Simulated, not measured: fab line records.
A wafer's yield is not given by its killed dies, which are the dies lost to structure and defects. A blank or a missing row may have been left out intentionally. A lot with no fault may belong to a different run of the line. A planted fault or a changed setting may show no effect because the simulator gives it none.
A lot that was struck, set against a sound lot :: flow n5 finfet :: 21 out of 1938 route steps
Sound: these wafers, L424.3, L424.4, L424.6. Struck: wafers L423.2, L423.3, L423.6. Last of all comes the cause.
Order at every step that has rows: each side's tool, ch and its chambers, its first start. Under that, the readings that differ: sound wafers :: struck wafers :: difference of the means :: sigmas: that difference in standard deviations of wafers without a fault.
alike: a reading whose means differ by less than 2 such deviations, as well as words and numbers matching on both sides. not compared: withheld readings; readings where some wafer has no value; bounds like >300 that might hide an equal value; numbers whose values overlap and for which the record gives no deviation.
A row with sigmas, a row that says differs or no value, or rows on one side alone: a step with any of these is where the two part. Non-overlapping numbers with no deviation appear without sigmas and do not part them. Lack of a reading on every wafer of one side parts them only where that side has two or more wafers.

first, 10 steps without rows for these wafers: N5_BEOL_M9_DESCUM_16 (chemistry O2, time 7.9 s); N5_BEOL_M9_ETCH_61 (etches SiARC in CF4, target depth 39 nm, time 65 s); N5_BEOL_M9_ETCH_62 (etches SOC in N2/H2, target depth 110 nm, overetch 22 nm, time 165 s); N5_BEOL_M9_STRIP_68 (strips in N2/H2); N5_BEOL_M9_STRIP_67 (strips in CF4); N5_BEOL_M9_HM_OPEN_17 (chemistry Cl2/BCl3, target TiN, target depth 20 nm, overetch 6 nm); N5_BEOL_M9_STRIP_19 (strips in O2); N5_BEOL_M9_COAT_63 (time 60 s, resist thk 60 nm); N5_BEOL_M9_COAT_64 (time 60 s, resist thk 12 nm); N5_BEOL_M9_COAT_75 (time 60 s, resist thk 5 nm).
N5_BEOL_M9_COAT_22: resist thk 30 nm.
  sound on litho track-04 ch 0, day 14 14:22; struck on litho track-02 ch 0, day 14 07:34
reading: spin speed rpm (rpm)
sound: 1498.6 1499.9 1502.8
struck: 1439.8 1439.6 1439.2
difference: -60.9
sigmas: -55

reading: model.CAR-EUV_of_BEOL_M9_COAT_22.thk nm (nm)
sound: 29.8 30 29.8
struck: 30.4 30.6 30.4
difference: +0.6
sigmas: 
  alike: exhaust pa
then, 7 steps without rows for these wafers: N5_BEOL_M9_EBR_24; N5_BEOL_M9_SOFTBAKE_23 (time 60 s); N5_BEOL_M9_EXPOSE_25 (exposes mask V8); N5_BEOL_M9_PEB_26 (peb time 60 s); N5_BEOL_M9_DEVELOP_27 (develop time 30 s); N5_BEOL_M9_DESCUM_33 (chemistry O2, time 7 s); N5_BEOL_M9_ETCH_76 (etches underlayer in N2/H2, target depth 6.5 nm, time 5.2 s).
N5_BEOL_M9_ETCH_65: etches SiARC in CF4, target depth 15.6 nm, time 26 s.
  sound on rie diel-03 ch 1,2,3, day 14 14:59; struck on rie diel-05 ch 0,2, day 14 08:35
reading: model.CAR-EUV_of_BEOL_M9_COAT_22.thk nm (nm)
sound: 11.2 11 11
struck: 11.6 11.8 11.6
difference: +0.6
sigmas: 
  alike: chamber pressure mTorr, drypump motor current A, etch rf on time s, mfc ar sccm, oes product au, rf vpp V, showerhead plenum p Torr, throttle valve pct
  not compared: rf hours counter h
then, 1 step without rows for these wafers: N5_BEOL_M9_ETCH_66 (etches SOC in N2/H2, target depth 80 nm, overetch 16 nm, time 120 s).
N5_PASSIVATION_PROBE_49:
  the record has rows for the sound wafers here (prober-02, day 17 08:43) and none for the struck ones

WHERE THEY PART
Earliest at N5_BEOL_M9_COAT_22; latest, in this record, at N5_PASSIVATION_PROBE_49.

WHY: what had been put in by the simulator
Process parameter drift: litho track-02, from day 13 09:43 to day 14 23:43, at N5_BEOL_M9_COAT_22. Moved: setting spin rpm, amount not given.
